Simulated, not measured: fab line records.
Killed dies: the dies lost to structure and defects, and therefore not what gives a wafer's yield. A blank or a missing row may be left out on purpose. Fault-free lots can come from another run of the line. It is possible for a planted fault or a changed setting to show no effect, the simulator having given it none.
Lot-split experiment ; flow n5-finfet ; 21 wafers read from 7 lots, route of 1938 steps

## SPLIT DETAILS
At N5_DUMMY_GATE_PECVD_30 (deposits SiO2 from TEOS/O2, target thk 55 nm, time 10.8 s), the setting time-s was moved away from the recipe's 10.8 s on 8 of the 21 wafers read, by -11.0% to +10.9%. The other wafers ran this setting at the recipe's value.

## FROM THE SPLIT TO THE READING: what the file shows between them, 7 steps
- N5_DUMMY_GATE_COAT_34: time 60 s, resist thk 60 nm
- N5_DUMMY_GATE_COAT_35: time 60 s, resist thk 10 nm
- N5_DUMMY_GATE_ETCH_31: etches SiO2 in C4F6/O2, target depth 82.5 nm, time 27.5 s
- N5_DUMMY_GATE_STRIP_41: strips in O2
- N5_DUMMY_GATE_HM_OPEN_21: chemistry CH3F/O2, target SiNx, target depth 120 nm, time 171.4 s
- N5_DUMMY_GATE_ETCH_32: etches SiO2 in CF4, target depth 3.5 nm, time 3.9 s
- N5_DUMMY_GATE_ETCH_23: etches poly-Si in HBr/Cl2/O2, target depth 41 nm, time 22.3 s

## THE READING
SiO2_of_DUMMY_GATE_PECVD_30.thk-nm (the simulator's own value, which no gauge read), in nm, at N5_DUMMY_GATE_ETCH_44 (etches poly-Si in HBr/O2, stops on SiO2, target depth 127.5 nm). No usual value for it is given in the file. Average 37.9 nm, standard deviation 0.93 nm, over the 13 wafers here run with the recipe.

wafer;tool, chamber at the split;time-s as run, s;against the recipe;SiO2_of_DUMMY_GATE_PECVD_30.thk-nm, nm;against lot-mates on the recipe
L074.2;pecvd-01, 0;9.877;-8.5%;33.4;-6.4
L074.4;pecvd-01, 2;10.8;recipe;39.8;-
L074.6;pecvd-01, 0;9.877;-8.5%;35;-4.8
L080.2;pecvd-04, 1;10.8;recipe;36.4;-
L080.5;pecvd-04, 1;10.8;recipe;38.4;-
L080.6;pecvd-04, 0;10.8;recipe;38.4;-
L081.1;pecvd-04, 0;11.49;+6.4%;42;+4.8
L081.3;pecvd-04, 1;10.8;recipe;37.2;-
L081.5;pecvd-04, 1;11.49;+6.4%;41.4;+4.2
L084.2;pecvd-02, 0;10.8;recipe;36.4;-
L084.3;pecvd-02, 2;10.8;recipe;37.8;-
L084.4;pecvd-02, 0;11.23;+4.0%;39.4;+2.3
L085.1;pecvd-04, 0;10.8;recipe;37.2;-
L085.2;pecvd-04, 1;9.616;-11.0%;31.8;-5.4
L085.3;pecvd-04, 2;9.616;-11.0%;31.2;-6.0
L089.1;pecvd-02, 2,1;10.8;recipe;38.4;-
L089.4;pecvd-02, 2;11.98;+10.9%;45;+6.7
L089.6;pecvd-02, 2,1;10.8;recipe;38.2;-
L094.1;pecvd-02, 1;10.8;recipe;37.4;-
L094.2;pecvd-02, 2;10.8;recipe;38.6;-
L094.6;pecvd-02, 1;10.8;recipe;38.6;-
Where a row lists several chambers, the file gives one row for several wafers and doesn't say which wafer went through which chamber.

THE FIT
A straight line over all 21 wafers: SiO2_of_DUMMY_GATE_PECVD_30.thk-nm changes by +0.559 nm for each +1% of time-s; r = +0.96; the points scatter about the line by 0.94 nm.
The same after taking each lot's own level away (the mean of its wafers on the recipe; 21 wafers): +0.6 nm for each +1%; r = +0.98; scatter 0.69 nm.
That fit puts the effect of the largest move of time-s on the reading at 6.6 nm.
Measured against the standard deviation above, the lots' own levels, which go from 37.10 to 39.80 nm, span 2.9 times it.
The two slopes are in agreement: the lot-to-lot level therefore moves the slope only a little.
Check: for one of the wafers moved furthest among these (-11.0%), held out of the fit, the line's prediction against its lot-mates is -6.79 nm. Against them it came out at -5.4 nm.

## ADDITIONAL SPLITS CARRIED BY THESE WAFERS
These wafers also went through other splits before the reading. Each is held against what the fit with the lots' levels taken away leaves over:
other split on the same wafers;wafers away from the commonest value;r with SiO2_of_DUMMY_GATE_PECVD_30.thk-nm (lot level and that fit taken away)
N5_WELL_APT_COAT_02 spin-rpm;8;-0.19
N5_WELL_APT_EXPOSE_22 dose-mj;7;-0.07
N5_WELL_APT_PEB_23 peb-temp-c;6;-0.29
N5_FIN_SAQP_EXPOSE_13 dose-mj;5;+0.02
N5_FIN_SAQP_ETCH_52 source-w;2;+0.00
N5_FIN_SAQP_FIN_ETCH_36 icp-w;5;-0.32

## THE WHOLE CHAIN: every reading that the file lists as answering this split, in the file's order
step;what it does;reading;change (the file's fit);r (the file's)
N5_DUMMY_GATE_PECVD_30;deposits SiO2 from TEOS/O2, target thk 55 nm, time 10.8 s;SiO2_of_DUMMY_GATE_PECVD_30.thk-nm (the simulator's own value, which no gauge read);+0.607 nm for each +1% of the setting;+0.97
N5_DUMMY_GATE_HM_OPEN_21;chemistry CH3F/O2, target SiNx, target depth 120 nm, time 171.4 s;SiO2_of_DUMMY_GATE_PECVD_30.thk-nm (the simulator's own value, which no gauge read);+0.587 nm for each +1% of the setting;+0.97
N5_DUMMY_GATE_ETCH_32;etches SiO2 in CF4, target depth 3.5 nm, time 3.9 s;SiO2_of_DUMMY_GATE_PECVD_30.thk-nm (the simulator's own value, which no gauge read);+0.584 nm for each +1% of the setting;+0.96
N5_DUMMY_GATE_ETCH_44;etches poly-Si in HBr/O2, stops on SiO2, target depth 127.5 nm;SiO2_of_DUMMY_GATE_PECVD_30.thk-nm (the simulator's own value, which no gauge read);+0.6 nm for each +1% of the setting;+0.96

## THE FILE'S OWN FIT
SiO2_of_DUMMY_GATE_PECVD_30.thk-nm changes by +0.6 nm for each +1% of time-s, r = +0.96.
